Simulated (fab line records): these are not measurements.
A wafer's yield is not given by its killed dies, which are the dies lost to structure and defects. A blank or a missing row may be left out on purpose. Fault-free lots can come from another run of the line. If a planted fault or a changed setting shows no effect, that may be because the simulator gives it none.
Chamber matching + flow nand-harc + NHARC_P_M1_DEP_33 on pecvd-03 has 3 sister chambers
The step deposits SiCN, target thk 30 nm. 14 wafers are shown with their chamber, then 7 later ones without.

== WAFERS WITH THEIR CHAMBER ==
| wafer  | chamber | heater-power-w (W) |
|--------|---------|--------------------|
| L084.1 | 2       | 494                |
| L084.2 | 1       | 554                |
| L084.3 | 0       | 582                |
| L089.1 | 0       | 546                |
| L089.4 | 2       | 557                |
| L089.5 | 0       | 525                |
| L092.1 | 0       | 486                |
| L092.3 | 2       | 477                |
| L092.5 | 1       | 582                |
| L094.2 | 2       | 546                |
| L094.4 | 0       | 533                |
| L094.5 | 1       | 577                |
| L095.1 | 1       | 535                |
| L095.4 | 2       | 569                |

SIGNATURES (averages over the wafers above)
| reading        | chamber 0 | chamber 1 | chamber 2 | scatter within a chamber |
|----------------|-----------|-----------|-----------|--------------------------|
| heater-power-w | 534.40    | 562.00    | 528.60    | 34.2                     |
Rule: a wafer lies at a distance from a chamber equal to the root of the sum of squares, over the readings, of (its reading less the chamber's mean, divided by the reading's scatter). The wafer belongs to the nearest chamber; if the next one is less than 2 further off, it can't be placed. The scatter: the root of (the sum of the squares of (reading less its chamber's mean) over the shown wafers, divided by (wafers less chambers)).

== WAFERS MISSING THEIR CHAMBER ==
| wafer  | heater-power-w (W) |
|--------|--------------------|
| L095.5 | 567                |
| L097.1 | 523                |
| L097.2 | 526                |
| L097.3 | 559                |
| L096.2 | 502                |
| L096.4 | 569                |
| L096.5 | 471                |

== EACH ONE'S CHAMBER ==
| wafer  | from the rows above          | in truth |
|--------|------------------------------|----------|
| L095.5 | can't be placed: 1 or 0 or 2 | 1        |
| L097.1 | can't be placed: 2 or 0 or 1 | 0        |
| L097.2 | can't be placed: 2 or 0 or 1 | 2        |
| L097.3 | can't be placed: 1 or 0 or 2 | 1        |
| L096.2 | can't be placed: 2 or 0 or 1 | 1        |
| L096.4 | can't be placed: 1 or 0 or 2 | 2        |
| L096.5 | can't be placed: 2 or 0 or 1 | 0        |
Correct placement for 0 of the 7. From these rows, 7 cannot be placed; in 7 the true chamber is one of the candidates. Placed wrongly: 0.
